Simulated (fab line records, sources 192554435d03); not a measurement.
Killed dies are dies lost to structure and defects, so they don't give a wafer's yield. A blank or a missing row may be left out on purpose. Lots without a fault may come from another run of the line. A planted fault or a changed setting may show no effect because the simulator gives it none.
A struck lot beside a sound one | flow n5_finfet | 16 steps out of a route of 1938
Sound: wafers L847.3, L847.4, L847.5. Struck: wafer L855.2. (L855.5 of the same lot was not struck and is left out.) The cause comes at the end.
At each step with rows: each side's tool, then ch and its chambers, then its first start. Under that, the readings that differ: sound wafers | struck wafers | difference of the means | sigmas: that difference in standard deviations of wafers without a fault.
alike: readings whose means differ by less than 2 such deviations, and words and numbers that are the same on both sides. not compared: withheld readings, readings that some wafer has no value for, bounds like >300 that may hide the same value, and numbers for which the record gives no deviation and whose values overlap.
The two part at a step that has a row with sigmas, a row that says differs or no value, or rows on one side only. Numbers that don't overlap but have no deviation are shown without sigmas and don't part them. A reading that every wafer of one side lacks parts them only if that side has two wafers or more.

first, 8 steps without rows for these wafers: N5_SDB_COAT_03 (time 60 s, resist thk 100 nm); N5_SDB_COAT_04 (time 60 s, resist thk 18 nm); N5_SDB_COAT_05 (resist thk 90 nm); N5_SDB_EBR_07; N5_SDB_SOFTBAKE_06 (time 60 s); N5_SDB_EXPOSE_08 (exposes mask SDB); N5_SDB_PEB_09 (peb time 60 s); N5_SDB_DEVELOP_10 (develop time 30 s).
N5_SDB_CD_MEAS_11: target cd 50 nm.
  sound on cd_sem-01 ch 0, day 5 03:01; struck on cd_sem-02 ch 0, day 7 02:41
  alike: cd_nm
N5_SDB_OVL_MEAS_12:
  sound on overlay-02 ch 0, day 5 03:02; struck on overlay-01 ch 0, day 7 02:43
  alike: SDB_OVL
N5_SDB_INSPECT_13: inspects for defects (brightfield).
  sound on defect_inspect-01, day 5 03:04; struck on defect_inspect-01, day 7 02:44
  reading          | sound    | struck | difference | sigmas
  raw_defect_count | 58 38 49 | 162    | +114       | +4
N5_SDB_DESCUM_16: chemistry O2, time 7.9 s.
  sound on rie_diel-05 ch 2,3, day 5 03:17; struck on rie_diel-04 ch 2, day 7 02:50
  alike: drypump_motor_current_A, oes_product_au, rf_vpp_V, showerhead_plenum_p_Torr, throttle_valve_pct
  not compared: rf_hours_counter_h
N5_SDB_ETCH_17: etches SiARC in CF4, target depth 23.4 nm, time 39 s.
  sound on rie_diel-05 ch 2,3, day 5 03:20; struck on rie_diel-04 ch 2, day 7 02:52
  reading               | sound          | struck | difference | sigmas
  etch_rf_on_time_s (s) | 39.5 39.2 38.8 | 44.8   | +5.6       | +11
  oes_product_au (a.u.) | 0.68 0.69 0.69 | 0.54   | -0.15      | -2
  alike: drypump_motor_current_A, rf_vpp_V, showerhead_plenum_p_Torr, throttle_valve_pct
  not compared: rf_hours_counter_h
N5_SDB_ETCH_18: etches SOC in N2/H2, target depth 100 nm, overetch 20 nm, time 150 s.
  sound on rie_diel-05 ch 2,3, day 5 03:22; struck on rie_diel-04 ch 2, day 7 02:54
  alike: drypump_motor_current_A, oes_product_au, rf_vpp_V, showerhead_plenum_p_Torr, throttle_valve_pct
  not compared: rf_hours_counter_h
-- the record jumps here: 4 days lie between the struck wafers' starts before and after (it left off in module SDB and takes up again in module BEOL_M4, whose first step shown is number 1111 of the route) --
N5_BEOL_M4_RC_MEAS_101:
  sound on prober-02 ch 0, day 9 04:53; struck on prober-02 ch 0, day 11 01:33
  reading        | sound                | struck | difference | sigmas
  IOFF_N (nA/um) | 0.240 0.152 0.160    | 0.137  | -0.047     | -2
  IOFF_P (nA/um) | 0.321 0.226 0.238    | 0.185  | -0.077     | -3
  ION_P (uA/um)  | 465 468 471          | 454    | -14        | -3
  VT_P (mV)      | -242.6 -244.9 -245.7 | -252.4 | -8.0       | -3
  alike: DIBL_N, DIBL_P, ION_N, SS_N, SS_P, VT_N
-- the record jumps here: 4 days lie between the struck wafers' starts before and after (it left off in module BEOL_M4 and takes up again in module PASSIVATION, whose first step shown is number 1936 of the route) --
N5_PASSIVATION_PROBE_49:
  the record has rows for the struck wafers here (prober-02, day 15 05:41) and none for the sound ones

WHERE THEY PART
First at N5_SDB_INSPECT_13; last, within this record, at N5_PASSIVATION_PROBE_49.

WHY: what the simulator had put in
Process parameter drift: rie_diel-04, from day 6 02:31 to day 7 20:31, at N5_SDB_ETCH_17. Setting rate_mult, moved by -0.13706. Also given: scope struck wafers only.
